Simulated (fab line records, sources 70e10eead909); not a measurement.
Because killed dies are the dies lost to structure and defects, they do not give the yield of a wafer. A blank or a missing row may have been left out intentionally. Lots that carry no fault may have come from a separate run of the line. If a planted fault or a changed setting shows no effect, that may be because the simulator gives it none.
Which tool is to blame? || flow nand_harc || 13 lots, 35 wafers sampled, at 6 steps of a route of 1302

## WHAT EACH GAUGE READ, for each wafer
NHARC_A_CHANNEL_HOLE_D2_CD_MEAS_31. Usual: cd_nm 90.1 nm, standard deviation 0.87.
{"lot": "L140", "measured": "day 13 15:58", "on": "cd_sem-03", "cd_nm (nm)": "90.3 90.1 90.0", "flag": ""}
{"lot": "L142", "measured": "day 14 01:45", "on": "cd_sem-01", "cd_nm (nm)": "88.8 89.1 89.1", "flag": ""}
{"lot": "L141", "measured": "day 14 02:51", "on": "cd_sem-01", "cd_nm (nm)": "89.2 89.2 90.3", "flag": ""}
{"lot": "L144", "measured": "day 14 22:28", "on": "cd_sem-01", "cd_nm (nm)": "90.2 90.3 89.7", "flag": ""}
{"lot": "L145", "measured": "day 15 10:21", "on": "cd_sem-03", "cd_nm (nm)": "91.2 90.0 89.9", "flag": ""}
{"lot": "L146", "measured": "day 15 14:04", "on": "cd_sem-02", "cd_nm (nm)": "91.5 90.2 91.4", "flag": ""}
{"lot": "L148", "measured": "day 16 13:02", "on": "cd_sem-03", "cd_nm (nm)": 91.5, "flag": ""}
{"lot": "L149", "measured": "day 17 00:40", "on": "cd_sem-02", "cd_nm (nm)": 91.0, "flag": ""}
{"lot": "L154", "measured": "day 19 13:19", "on": "cd_sem-02", "cd_nm (nm)": "90.4 89.4 89.5", "flag": ""}
{"lot": "L157", "measured": "day 20 22:49", "on": "cd_sem-01", "cd_nm (nm)": "90.9 90.2 90.4", "flag": ""}
{"lot": "L161", "measured": "day 22 08:19", "on": "cd_sem-01", "cd_nm (nm)": "90.6 89.3 89.5", "flag": ""}
{"lot": "L163", "measured": "day 23 06:05", "on": "cd_sem-03", "cd_nm (nm)": "90.0 91.2 89.9", "flag": ""}
{"lot": "L162", "measured": "day 23 07:28", "on": "cd_sem-02", "cd_nm (nm)": "90.1 89.4 88.6", "flag": ""}

NHARC_A_CHANNEL_HOLE_D2_INSPECT_40. Usual: raw_defect_count 292, standard deviation 89.
{"lot": "L140", "measured": "day 13 16:09", "on": "defect_inspect-01", "raw_defect_count": "262 353 187", "flag": ""}
{"lot": "L142", "measured": "day 14 01:56", "on": "defect_inspect-01", "raw_defect_count": "393 304 422", "flag": ""}
{"lot": "L141", "measured": "day 14 03:02", "on": "defect_inspect-01", "raw_defect_count": "267 205 361", "flag": ""}
{"lot": "L144", "measured": "day 14 22:39", "on": "defect_inspect-02", "raw_defect_count": "194 188 326", "flag": ""}
{"lot": "L145", "measured": "day 15 10:32", "on": "defect_inspect-02", "raw_defect_count": "340 415 383", "flag": ""}
{"lot": "L146", "measured": "day 15 14:16", "on": "defect_inspect-02", "raw_defect_count": "510 474 447", "flag": ""}
{"lot": "L148", "measured": "day 16 13:13", "on": "defect_inspect-02", "raw_defect_count": "1281 1267", "flag": "OFF"}
{"lot": "L149", "measured": "day 17 00:51", "on": "defect_inspect-02", "raw_defect_count": "1291 1291", "flag": "OFF"}
{"lot": "L154", "measured": "day 19 13:30", "on": "defect_inspect-01", "raw_defect_count": "249 206 285", "flag": ""}
{"lot": "L157", "measured": "day 20 23:00", "on": "defect_inspect-01", "raw_defect_count": "407 599 316", "flag": ""}
{"lot": "L161", "measured": "day 22 08:30", "on": "defect_inspect-01", "raw_defect_count": "282 197 191", "flag": ""}
{"lot": "L163", "measured": "day 23 06:17", "on": "defect_inspect-01", "raw_defect_count": "255 203 273", "flag": ""}
{"lot": "L162", "measured": "day 23 07:39", "on": "defect_inspect-01", "raw_defect_count": "295 276 321", "flag": ""}

NHARC_END_SORT_01. Usual: killed_at_array 52, standard deviation 19; killed_at_other 0.8, standard deviation 1; killed_at_periphery 3.7, standard deviation 2.5; killed_dies 56, standard deviation 19; killed_open 3.5, standard deviation 2; killed_short 2.2, standard deviation 1.4.
{"lot": "L141", "measured": "day 24 19:55", "on": "prober-02", "killed_at_array": 14, "killed_at_other": 0, "killed_at_periphery": 2, "killed_dies": 16, "killed_open": 0, "killed_short": 1, "flag": ""}
{"lot": "L148", "measured": "day 28 03:31", "on": "prober-02", "killed_at_array": 120, "killed_at_other": 1, "killed_at_periphery": 3, "killed_dies": 124, "killed_open": 5, "killed_short": 2, "flag": "OFF"}
{"lot": "L149", "measured": "day 28 03:47", "on": "prober-02", "killed_at_array": 111, "killed_at_other": 0, "killed_at_periphery": 2, "killed_dies": 113, "killed_open": 4, "killed_short": 1, "flag": "OFF"}
{"lot": "L162", "measured": "day 35 08:07", "on": "prober-01", "killed_at_array": "73 74 56", "killed_at_other": "1 0 0", "killed_at_periphery": "6 6 3", "killed_dies": "80 80 59", "killed_open": "3 3 4", "killed_short": "3 1 3", "flag": ""}

## WHICH TOOL RAN EACH LOT (tool, then ch and the chambers of the sampled wafers, then the start)
{"lot": "L140", "NHARC_A_CHANNEL_HOLE_D2_ETCH_19": "har_etch-01 ch 0,1, day 13 10:20", "NHARC_A_CHANNEL_HOLE_D2_ETCH_20": "har_etch-01 ch 0,1, day 13 10:33", "NHARC_A_CHANNEL_HOLE_D2_ETCH_23": "har_etch-01 ch 0,1, day 13 12:05"}
{"lot": "L142", "NHARC_A_CHANNEL_HOLE_D2_ETCH_19": "har_etch-02 ch 0,1, day 13 20:05", "NHARC_A_CHANNEL_HOLE_D2_ETCH_20": "har_etch-02 ch 0,1, day 13 20:14", "NHARC_A_CHANNEL_HOLE_D2_ETCH_23": "har_etch-02 ch 0,1, day 13 21:37"}
{"lot": "L141", "NHARC_A_CHANNEL_HOLE_D2_ETCH_19": "har_etch-01 ch 0, day 13 21:21", "NHARC_A_CHANNEL_HOLE_D2_ETCH_20": "har_etch-01 ch 0, day 13 21:28", "NHARC_A_CHANNEL_HOLE_D2_ETCH_23": "har_etch-01 ch 0, day 13 22:47"}
{"lot": "L144", "NHARC_A_CHANNEL_HOLE_D2_ETCH_19": "har_etch-01 ch 0,1, day 14 16:57", "NHARC_A_CHANNEL_HOLE_D2_ETCH_20": "har_etch-01 ch 0,1, day 14 17:06", "NHARC_A_CHANNEL_HOLE_D2_ETCH_23": "har_etch-01 ch 0,1, day 14 18:29"}
{"lot": "L145", "NHARC_A_CHANNEL_HOLE_D2_ETCH_19": "har_etch-02 ch 0,1, day 15 04:49", "NHARC_A_CHANNEL_HOLE_D2_ETCH_20": "har_etch-02 ch 0,1, day 15 04:56", "NHARC_A_CHANNEL_HOLE_D2_ETCH_23": "har_etch-02 ch 0,1, day 15 06:15"}
{"lot": "L146", "NHARC_A_CHANNEL_HOLE_D2_ETCH_19": "har_etch-01 ch 1, day 15 08:34", "NHARC_A_CHANNEL_HOLE_D2_ETCH_20": "har_etch-01 ch 1, day 15 08:40", "NHARC_A_CHANNEL_HOLE_D2_ETCH_23": "har_etch-01 ch 1, day 15 10:00"}
{"lot": "L148", "NHARC_A_CHANNEL_HOLE_D2_ETCH_19": "har_etch-01 ch 0, day 16 07:30", "NHARC_A_CHANNEL_HOLE_D2_ETCH_20": "har_etch-01 ch 0, day 16 07:37", "NHARC_A_CHANNEL_HOLE_D2_ETCH_23": "har_etch-01 ch 0, day 16 08:56"}
{"lot": "L149", "NHARC_A_CHANNEL_HOLE_D2_ETCH_19": "har_etch-01 ch 0, day 16 19:08", "NHARC_A_CHANNEL_HOLE_D2_ETCH_20": "har_etch-01 ch 0, day 16 19:15", "NHARC_A_CHANNEL_HOLE_D2_ETCH_23": "har_etch-01 ch 0, day 16 20:35"}
{"lot": "L154", "NHARC_A_CHANNEL_HOLE_D2_ETCH_19": "har_etch-02 ch 0,1, day 19 07:49", "NHARC_A_CHANNEL_HOLE_D2_ETCH_20": "har_etch-02 ch 0,1, day 19 07:57", "NHARC_A_CHANNEL_HOLE_D2_ETCH_23": "har_etch-02 ch 0,1, day 19 09:20"}
{"lot": "L157", "NHARC_A_CHANNEL_HOLE_D2_ETCH_19": "har_etch-01 ch 0,1, day 20 17:11", "NHARC_A_CHANNEL_HOLE_D2_ETCH_20": "har_etch-01 ch 0,1, day 20 17:22", "NHARC_A_CHANNEL_HOLE_D2_ETCH_23": "har_etch-01 ch 0,1, day 20 18:49"}
{"lot": "L161", "NHARC_A_CHANNEL_HOLE_D2_ETCH_19": "har_etch-02 ch 1, day 22 02:47", "NHARC_A_CHANNEL_HOLE_D2_ETCH_20": "har_etch-02 ch 1, day 22 02:55", "NHARC_A_CHANNEL_HOLE_D2_ETCH_23": "har_etch-02 ch 1, day 22 04:13"}
{"lot": "L163", "NHARC_A_CHANNEL_HOLE_D2_ETCH_19": "har_etch-02 ch 0,1, day 23 00:33", "NHARC_A_CHANNEL_HOLE_D2_ETCH_20": "har_etch-02 ch 0,1, day 23 00:42", "NHARC_A_CHANNEL_HOLE_D2_ETCH_23": "har_etch-02 ch 0,1, day 23 02:05"}
{"lot": "L162", "NHARC_A_CHANNEL_HOLE_D2_ETCH_19": "har_etch-01 ch 0,1, day 23 01:56", "NHARC_A_CHANNEL_HOLE_D2_ETCH_20": "har_etch-01 ch 0,1, day 23 02:02", "NHARC_A_CHANNEL_HOLE_D2_ETCH_23": "har_etch-01 ch 0,1, day 23 03:23"}
- NHARC_A_CHANNEL_HOLE_D2_ETCH_19: etches the open film in C4F8/O2/Ar, time 34.5 s.
- NHARC_A_CHANNEL_HOLE_D2_ETCH_20: etches the open film in C4F8/O2/Ar, time 361.9 s, target depth 1600 nm.
- NHARC_A_CHANNEL_HOLE_D2_ETCH_23: etches the open film in C4F8/O2/Ar, time 819 s, target depth 1600 nm.

## WHAT THE TOOLS THEMSELVES READ (means of the sampled wafers that have a number; where no wafer has one, the mark that the record gives instead)
NHARC_A_CHANNEL_HOLE_D2_ETCH_19. Usual: drypump_motor_current_A 5.4 A, standard deviation 0.37; showerhead_plenum_p_Torr 3.66 Torr, standard deviation 0.078; throttle_valve_pct 37.038 %, standard deviation 0.0087.
{"lot": "L140", "tool": "har_etch-01", "drypump_motor_current_A (A)": 5.2, "showerhead_plenum_p_Torr (Torr)": 3.68, "throttle_valve_pct (%)": 37.034, "flag": ""}
{"lot": "L142", "tool": "har_etch-02", "drypump_motor_current_A (A)": 5.6, "showerhead_plenum_p_Torr (Torr)": 3.71, "throttle_valve_pct (%)": 37.039, "flag": ""}
{"lot": "L141", "tool": "har_etch-01", "drypump_motor_current_A (A)": 5.8, "showerhead_plenum_p_Torr (Torr)": 3.57, "throttle_valve_pct (%)": 37.040, "flag": ""}
{"lot": "L144", "tool": "har_etch-01", "drypump_motor_current_A (A)": 5.5, "showerhead_plenum_p_Torr (Torr)": 3.62, "throttle_valve_pct (%)": 37.047, "flag": ""}
{"lot": "L145", "tool": "har_etch-02", "drypump_motor_current_A (A)": 5.4, "showerhead_plenum_p_Torr (Torr)": 3.73, "throttle_valve_pct (%)": 37.038, "flag": ""}
{"lot": "L146", "tool": "har_etch-01", "drypump_motor_current_A (A)": 4.9, "showerhead_plenum_p_Torr (Torr)": 3.72, "throttle_valve_pct (%)": 37.035, "flag": ""}
{"lot": "L148", "tool": "har_etch-01", "drypump_motor_current_A (A)": 5.8, "showerhead_plenum_p_Torr (Torr)": 3.55, "throttle_valve_pct (%)": 37.033, "flag": ""}
{"lot": "L149", "tool": "har_etch-01", "drypump_motor_current_A (A)": 5.9, "showerhead_plenum_p_Torr (Torr)": 3.55, "throttle_valve_pct (%)": 37.053, "flag": ""}
{"lot": "L154", "tool": "har_etch-02", "drypump_motor_current_A (A)": 5.4, "showerhead_plenum_p_Torr (Torr)": 3.71, "throttle_valve_pct (%)": 37.040, "flag": ""}
{"lot": "L157", "tool": "har_etch-01", "drypump_motor_current_A (A)": 5.2, "showerhead_plenum_p_Torr (Torr)": 3.62, "throttle_valve_pct (%)": 37.036, "flag": ""}
{"lot": "L161", "tool": "har_etch-02", "drypump_motor_current_A (A)": 5.3, "showerhead_plenum_p_Torr (Torr)": 3.72, "throttle_valve_pct (%)": 37.038, "flag": ""}
{"lot": "L163", "tool": "har_etch-02", "drypump_motor_current_A (A)": 5.6, "showerhead_plenum_p_Torr (Torr)": 3.64, "throttle_valve_pct (%)": 37.034, "flag": ""}
{"lot": "L162", "tool": "har_etch-01", "drypump_motor_current_A (A)": 5.2, "showerhead_plenum_p_Torr (Torr)": 3.61, "throttle_valve_pct (%)": 37.046, "flag": ""}

NHARC_A_CHANNEL_HOLE_D2_ETCH_20. Usual: drypump_motor_current_A 5.4 A, standard deviation 0.37; showerhead_plenum_p_Torr 3.62 Torr, standard deviation 0.075; throttle_valve_pct 32.154 %, standard deviation 0.0087.
{"lot": "L140", "tool": "har_etch-01", "drypump_motor_current_A (A)": 5.2, "showerhead_plenum_p_Torr (Torr)": 3.64, "throttle_valve_pct (%)": 32.163, "flag": ""}
{"lot": "L142", "tool": "har_etch-02", "drypump_motor_current_A (A)": 5.6, "showerhead_plenum_p_Torr (Torr)": 3.67, "throttle_valve_pct (%)": 32.156, "flag": ""}
{"lot": "L141", "tool": "har_etch-01", "drypump_motor_current_A (A)": 5.8, "showerhead_plenum_p_Torr (Torr)": 3.53, "throttle_valve_pct (%)": 32.158, "flag": ""}
{"lot": "L144", "tool": "har_etch-01", "drypump_motor_current_A (A)": 5.5, "showerhead_plenum_p_Torr (Torr)": 3.58, "throttle_valve_pct (%)": 32.149, "flag": ""}
{"lot": "L145", "tool": "har_etch-02", "drypump_motor_current_A (A)": 5.5, "showerhead_plenum_p_Torr (Torr)": 3.69, "throttle_valve_pct (%)": 32.149, "flag": ""}
{"lot": "L146", "tool": "har_etch-01", "drypump_motor_current_A (A)": 4.9, "showerhead_plenum_p_Torr (Torr)": 3.68, "throttle_valve_pct (%)": 32.161, "flag": ""}
{"lot": "L148", "tool": "har_etch-01", "drypump_motor_current_A (A)": 5.8, "showerhead_plenum_p_Torr (Torr)": 3.51, "throttle_valve_pct (%)": 32.152, "flag": ""}
{"lot": "L149", "tool": "har_etch-01", "drypump_motor_current_A (A)": 5.8, "showerhead_plenum_p_Torr (Torr)": 3.51, "throttle_valve_pct (%)": 32.172, "flag": ""}
{"lot": "L154", "tool": "har_etch-02", "drypump_motor_current_A (A)": 5.4, "showerhead_plenum_p_Torr (Torr)": 3.67, "throttle_valve_pct (%)": 32.150, "flag": ""}
{"lot": "L157", "tool": "har_etch-01", "drypump_motor_current_A (A)": 5.2, "showerhead_plenum_p_Torr (Torr)": 3.59, "throttle_valve_pct (%)": 32.156, "flag": ""}
{"lot": "L161", "tool": "har_etch-02", "drypump_motor_current_A (A)": 5.3, "showerhead_plenum_p_Torr (Torr)": 3.67, "throttle_valve_pct (%)": 32.155, "flag": ""}
{"lot": "L163", "tool": "har_etch-02", "drypump_motor_current_A (A)": 5.6, "showerhead_plenum_p_Torr (Torr)": 3.60, "throttle_valve_pct (%)": 32.154, "flag": ""}
{"lot": "L162", "tool": "har_etch-01", "drypump_motor_current_A (A)": 5.2, "showerhead_plenum_p_Torr (Torr)": 3.57, "throttle_valve_pct (%)": 32.156, "flag": ""}

NHARC_A_CHANNEL_HOLE_D2_ETCH_23. Usual: drypump_motor_current_A 5.4 A, standard deviation 0.37; showerhead_plenum_p_Torr 3.62 Torr, standard deviation 0.075; throttle_valve_pct 32.156 %, standard deviation 0.0089.
{"lot": "L140", "tool": "har_etch-01", "drypump_motor_current_A (A)": 5.2, "showerhead_plenum_p_Torr (Torr)": 3.64, "throttle_valve_pct (%)": 32.155, "flag": ""}
{"lot": "L142", "tool": "har_etch-02", "drypump_motor_current_A (A)": 5.6, "showerhead_plenum_p_Torr (Torr)": 3.67, "throttle_valve_pct (%)": 32.157, "flag": ""}
{"lot": "L141", "tool": "har_etch-01", "drypump_motor_current_A (A)": 5.8, "showerhead_plenum_p_Torr (Torr)": 3.53, "throttle_valve_pct (%)": 32.153, "flag": ""}
{"lot": "L144", "tool": "har_etch-01", "drypump_motor_current_A (A)": 5.5, "showerhead_plenum_p_Torr (Torr)": 3.58, "throttle_valve_pct (%)": 32.166, "flag": ""}
{"lot": "L145", "tool": "har_etch-02", "drypump_motor_current_A (A)": 5.4, "showerhead_plenum_p_Torr (Torr)": 3.69, "throttle_valve_pct (%)": 32.155, "flag": ""}
{"lot": "L146", "tool": "har_etch-01", "drypump_motor_current_A (A)": 4.9, "showerhead_plenum_p_Torr (Torr)": 3.68, "throttle_valve_pct (%)": 32.150, "flag": ""}
{"lot": "L148", "tool": "har_etch-01", "drypump_motor_current_A (A)": 5.8, "showerhead_plenum_p_Torr (Torr)": 3.51, "throttle_valve_pct (%)": 32.158, "flag": ""}
{"lot": "L149", "tool": "har_etch-01", "drypump_motor_current_A (A)": 5.8, "showerhead_plenum_p_Torr (Torr)": 3.51, "throttle_valve_pct (%)": 32.150, "flag": ""}
{"lot": "L154", "tool": "har_etch-02", "drypump_motor_current_A (A)": 5.5, "showerhead_plenum_p_Torr (Torr)": 3.67, "throttle_valve_pct (%)": 32.156, "flag": ""}
{"lot": "L157", "tool": "har_etch-01", "drypump_motor_current_A (A)": 5.2, "showerhead_plenum_p_Torr (Torr)": 3.58, "throttle_valve_pct (%)": 32.164, "flag": ""}
{"lot": "L161", "tool": "har_etch-02", "drypump_motor_current_A (A)": 5.3, "showerhead_plenum_p_Torr (Torr)": 3.67, "throttle_valve_pct (%)": 32.162, "flag": ""}
{"lot": "L163", "tool": "har_etch-02", "drypump_motor_current_A (A)": 5.6, "showerhead_plenum_p_Torr (Torr)": 3.60, "throttle_valve_pct (%)": 32.157, "flag": ""}
{"lot": "L162", "tool": "har_etch-01", "drypump_motor_current_A (A)": 5.2, "showerhead_plenum_p_Torr (Torr)": 3.57, "throttle_valve_pct (%)": 32.155, "flag": ""}

## THE ANSWER, worked out from the rows above alone
Rule: take the mean of a lot's wafers that have a number; if it is more than 3 standard deviations from the usual mean, the lot is off. A lot without any number at a reading at which 4 lots or more have one is off too. All remaining lots with rows at the step are treated as sound. Order of review: gauges by route order, followed by the tools' own readings, for which a lot's mean as printed above is used. The first step at which some lot is off is used, and at that step the reading that is off furthest; a lot without a number counts as furthest.
Off at NHARC_A_CHANNEL_HOLE_D2_INSPECT_40 (raw_defect_count): L148, L149.
A tool fits if, at a process step before that reading, it ran every lot that is off, and no sound lot after the first of them. Not tried: the gauges at NHARC_A_CHANNEL_HOLE_D2_INSPECT_40; whatever is off there is also off at NHARC_END_SORT_01, on other tools, and gauge error can't account for it. No candidate that was tried fits.

## WHAT THE SIMULATOR HAD PUT IN
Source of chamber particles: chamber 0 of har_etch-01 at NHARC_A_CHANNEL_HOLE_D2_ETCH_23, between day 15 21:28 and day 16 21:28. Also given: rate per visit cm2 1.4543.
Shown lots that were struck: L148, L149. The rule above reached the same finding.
